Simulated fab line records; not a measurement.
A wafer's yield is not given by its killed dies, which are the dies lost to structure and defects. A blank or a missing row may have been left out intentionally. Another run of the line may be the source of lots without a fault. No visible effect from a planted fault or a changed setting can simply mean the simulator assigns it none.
Which tool did it? -- flow nand_harc -- 14 lots with 42 wafers sampled at 5 steps, on a route of 1302 steps

WHAT THE GAUGES READ, wafer by wafer
NHARC_THIN_TSV_THK_MEAS_02: measures by ir. Usual: 2989 nm for thk_nm, sd 190.
lot,measured,on,thk_nm (nm),flag
L788,day 24 02:27,film_metro-02,2890 3052 3125,
L789,day 24 19:23,film_metro-02,3191 2956 2796,
L790,day 25 09:46,film_metro-01,2681 2880 3097,
L791,day 26 08:27,film_metro-02,3131 2917 3044,
L794,day 26 09:40,film_metro-02,2600 2979 2964,
L792,day 26 14:29,film_metro-02,2559 2886 3076,
L795,day 27 19:10,film_metro-01,2771 3136 3117,
L797,day 28 00:44,film_metro-02,3239 3181 3377,
L796,day 27 23:32,film_metro-02,2927 2597 2754,
L798,day 28 20:35,film_metro-01,3239 3179 2981,
L801,day 30 01:15,film_metro-01,2987 3022,
L802,day 29 19:23,film_metro-01,3194,
L804,day 30 22:14,film_metro-01,3456 3004 3008,
L808,day 33 16:03,film_metro-01,2662 3038 2776,

NHARC_END_SORT_01. Usual: killed_at_array 55, standard deviation 17; killed_at_other 1.1, standard deviation 1.6; killed_at_periphery 3.8, standard deviation 2.5; killed_dies 60, standard deviation 18; killed_open 3.3, standard deviation 1.9; killed_short 2.5, standard deviation 1.7.
lot,measured,on,killed_at_array,killed_at_other,killed_at_periphery,killed_dies,killed_open,killed_short,flag
L801,day 31 00:41,prober-01,670 52 49,0 0 0,7 2 2,677 54 51,5 1 5,2 2 1,OFF
L802,day 30 11:41,prober-02,65 666 666,0 0 0,5 11 11,70 677 677,5 3 7,1 2 2,OFF

TOOL THAT RAN EACH LOT (tool first, then ch and the chambers of the sampled wafers, then the start)
lot,NHARC_A_STAIRCASE_DEP_151,NHARC_THIN_TSV_DEP_43,NHARC_THIN_TSV_DEGAS_53
L788,"pecvd-01 ch 0,1,2, day 18 07:13","pecvd-04 ch 0,1,2, day 24 02:40","pvd_sputter-02, day 24 08:16"
L789,"pecvd-02 ch 0,1,2, day 18 20:26","pecvd-01 ch 0,1,2, day 24 19:37","pvd_sputter-01, day 25 01:04"
L790,"pecvd-01 ch 0,2, day 19 16:02","pecvd-01 ch 0,1,2, day 25 10:01","pvd_sputter-03, day 25 15:31"
L791,"pecvd-02 ch 0,1,2, day 20 02:11","pecvd-04 ch 0,2, day 26 08:43","pvd_sputter-02, day 26 14:27"
L794,"pecvd-01 ch 1,2, day 20 14:55","pecvd-02 ch 0,2, day 26 09:56","pvd_sputter-03, day 26 15:29"
L792,"pecvd-02 ch 0,1, day 20 15:00","pecvd-02 ch 0,2, day 26 14:42","pvd_sputter-01, day 26 20:11"
L795,"pecvd-03 ch 0,1, day 21 19:49","pecvd-01 ch 1,2, day 27 19:23","pvd_sputter-01, day 28 01:06"
L797,"pecvd-02 ch 0,1, day 22 01:26","pecvd-02 ch 0,1,2, day 28 00:57","pvd_sputter-01, day 28 06:30"
L796,"pecvd-03 ch 0,2, day 22 05:29","pecvd-04 ch 0,1,2, day 27 23:50","pvd_sputter-03, day 28 05:27"
L798,"pecvd-03 ch 0,1,2, day 23 02:05","pecvd-01 ch 0,1,2, day 28 20:56","pvd_sputter-01, day 29 02:43"
L801,"pecvd-02 ch 0,1,2, day 24 04:35","pecvd-01 ch 1,2, day 30 01:44","pvd_sputter-01, day 30 07:14"
L802,"pecvd-02 ch 0,1,2, day 24 08:38","pecvd-02 ch 1, day 29 19:40","pvd_sputter-03, day 30 01:22"
L804,"pecvd-03 ch 0,2, day 24 18:32","pecvd-04 ch 0,1,2, day 30 22:30","pvd_sputter-02, day 31 04:02"
L808,"pecvd-01 ch 1,2, day 27 00:40","pecvd-01 ch 0,1, day 33 16:23","pvd_sputter-02, day 33 22:35"
- NHARC_A_STAIRCASE_DEP_151: deposits SiO2, target thk 7200 nm.
- NHARC_THIN_TSV_DEP_43: deposits SiO2, target thk 1328.5 nm.
- NHARC_THIN_TSV_DEGAS_53: time 60 s.

AS READ BY THE TOOLS THEMSELVES (means over the sampled wafers that have a number; for cases with no such wafer, the mark the record gives instead)
NHARC_A_STAIRCASE_DEP_151. Usual: 616 W for heater_power_w, sd 70.
lot,tool,heater_power_w (W),flag
L788,pecvd-01,695,
L789,pecvd-02,676,
L790,pecvd-01,595,
L791,pecvd-02,609,
L794,pecvd-01,583,
L792,pecvd-02,636,
L795,pecvd-03,571,
L797,pecvd-02,602,
L796,pecvd-03,592,
L798,pecvd-03,567,
L801,pecvd-02,610,
L802,pecvd-02,654,
L804,pecvd-03,621,
L808,pecvd-01,592,

NHARC_THIN_TSV_DEP_43. Usual: 15.8 % for throttle_valve_pct, sd 0.44.
lot,tool,throttle_valve_pct (%),flag
L788,pecvd-04,16.0,
L789,pecvd-01,15.9,
L790,pecvd-01,15.8,
L791,pecvd-04,15.7,
L794,pecvd-02,15.1,
L792,pecvd-02,15.1,
L795,pecvd-01,16.1,
L797,pecvd-02,15.3,
L796,pecvd-04,16.0,
L798,pecvd-01,16.0,
L801,pecvd-01,15.9,
L802,pecvd-02,15.6,
L804,pecvd-04,16.0,
L808,pecvd-01,16.1,

NHARC_THIN_TSV_DEGAS_53. Usual: 463 W for heater_power_w, sd 53.
lot,tool,heater_power_w (W),flag
L788,pvd_sputter-02,459,
L789,pvd_sputter-01,483,
L790,pvd_sputter-03,489,
L791,pvd_sputter-02,467,
L794,pvd_sputter-03,493,
L792,pvd_sputter-01,437,
L795,pvd_sputter-01,436,
L797,pvd_sputter-01,438,
L796,pvd_sputter-03,454,
L798,pvd_sputter-01,479,
L801,pvd_sputter-01,491,
L802,pvd_sputter-03,491,
L804,pvd_sputter-02,439,
L808,pvd_sputter-02,504,

THE ANSWER, worked out from the rows above alone
Rule: a lot counts as off when the mean over its wafers that have a number is more than 3 standard deviations away from the usual mean. A lot without any number at a reading at which 4 lots or more have one is off too. Where the step has rows for the other lots, those lots are counted as sound. Order of review: gauges by route order, followed by the tools' own readings, for which a lot's mean as printed above is used. The first step at which some lot is off is used, and at that step the reading that is off furthest; a lot without a number counts as furthest.
Off: L801, L802, at NHARC_END_SORT_01 (killed_at_array). Neither off nor sound, because the step has no rows for them: L788, L789, L790, L791, L794, L792, L795, L797, L796, L798, L804, L808.
A tool fits if, at a process step before that reading, it ran every lot that is off, and no sound lot after the first of them. Gauges at NHARC_END_SORT_01: tried the same way as those tools. One fits: pecvd-02 at NHARC_A_STAIRCASE_DEP_151. It ran no sound lot before its first lot that is off in this sample, so the start can't be narrowed down.

WHAT THE SIMULATOR HAD PUT IN
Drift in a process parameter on pecvd-02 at NHARC_A_STAIRCASE_DEP_151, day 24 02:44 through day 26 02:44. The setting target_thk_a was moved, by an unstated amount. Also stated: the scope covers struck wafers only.
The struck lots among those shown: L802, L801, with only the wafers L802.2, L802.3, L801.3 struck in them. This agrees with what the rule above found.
